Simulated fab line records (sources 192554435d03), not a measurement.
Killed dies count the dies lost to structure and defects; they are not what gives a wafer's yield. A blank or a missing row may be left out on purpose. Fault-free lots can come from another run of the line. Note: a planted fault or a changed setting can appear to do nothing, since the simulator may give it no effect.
Matching of chambers | flow n5_finfet | N5_BEOL_M8_PECVD_70 on pecvd-03 has 3 sister chambers
The step deposits SiO2 from TEOS/O2, target thk 20 nm, time 22.7 s. 20 wafers are shown with their chamber, then 10 later ones without.

== WAFERS PAIRED WITH THEIR CHAMBERS ==
wafer  | chamber | throttle_valve_pct (%) | showerhead_vpp_V (V) | showerhead_plenum_p_Torr (Torr)
L074.1 | 0       | 22.1                   | 1340                 | 8.75
L074.4 | 1       | 22.6                   | 1303                 | 8.79
L074.6 | 0       | 22.1                   | 1354                 | 8.75
L080.2 | 2       | 20.5                   | 1260                 | 8.68
L080.3 | 1       | 23.0                   | 1308                 | 8.78
L080.6 | 1       | 22.7                   | 1305                 | 8.78
L082.1 | 1       | 23.1                   | 1322                 | 8.80
L082.4 | 0       | 22.2                   | 1351                 | 8.75
L082.5 | 1       | 22.7                   | 1309                 | 8.82
L084.1 | 0       | 22.0                   | 1323                 | 8.71
L084.2 | 2       | 20.7                   | 1270                 | 8.69
L084.4 | 2       | 20.9                   | 1274                 | 8.66
L086.1 | 1       | 22.7                   | 1293                 | 8.79
L086.2 | 0       | 22.0                   | 1347                 | 8.74
L086.4 | 0       | 22.2                   | 1341                 | 8.74
L087.2 | 0       | 22.1                   | 1365                 | 8.73
L087.4 | 0       | 22.1                   | 1367                 | 8.75
L087.5 | 1       | 22.7                   | 1305                 | 8.78
L089.1 | 1       | 22.5                   | 1303                 | 8.79
L089.2 | 0       | 21.9                   | 1349                 | 8.76

SIGNATURES, as means of the wafers listed above
reading                  | chamber 0 | chamber 1 | chamber 2 | scatter within a chamber
throttle_valve_pct       | 22.078    | 22.750    | 20.700    | 0.16
showerhead_vpp_V         | 1348.56   | 1306.00   | 1268.00   | 10.8
showerhead_plenum_p_Torr | 8.7422    | 8.7912    | 8.6767    | 0.0144
Rule: distance of a wafer from a chamber = root of the sum over the readings of ((wafer's reading minus chamber's mean) / reading's scatter) squared. The wafer belongs to the nearest chamber; if the next one is less than 2 further off, it can't be placed. The scatter: the root of (the sum of the squares of (reading less its chamber's mean) over the shown wafers, divided by (wafers less chambers)).

== WAFERS MISSING THEIR CHAMBER ==
wafer  | throttle_valve_pct (%) | showerhead_vpp_V (V) | showerhead_plenum_p_Torr (Torr)
L089.6 | 22.0                   | 1339                 | 8.73
L093.3 | 22.6                   | 1299                 | 8.76
L093.4 | 22.7                   | 1327                 | 8.81
L093.6 | 22.2                   | 1339                 | 8.76
L094.1 | 22.7                   | 1315                 | 8.80
L094.4 | 22.7                   | 1322                 | 8.80
L094.5 | 20.9                   | 1251                 | 8.66
L096.3 | 21.1                   | 1271                 | 8.64
L096.5 | 20.7                   | 1265                 | 8.67
L096.6 | 22.3                   | 1362                 | 8.75

== THE CHAMBER EACH PASSED THROUGH ==
wafer  | from the rows above | in truth
L089.6 | 0                   | 0
L093.3 | 1                   | 1
L093.4 | 1                   | 1
L093.6 | 0                   | 0
L094.1 | 1                   | 1
L094.4 | 1                   | 1
L094.5 | 2                   | 2
L096.3 | 2                   | 2
L096.5 | 2                   | 2
L096.6 | 0                   | 0
Correct placement for 10 of the 10. Can't be placed from these rows: 0. Number placed wrongly: 0.
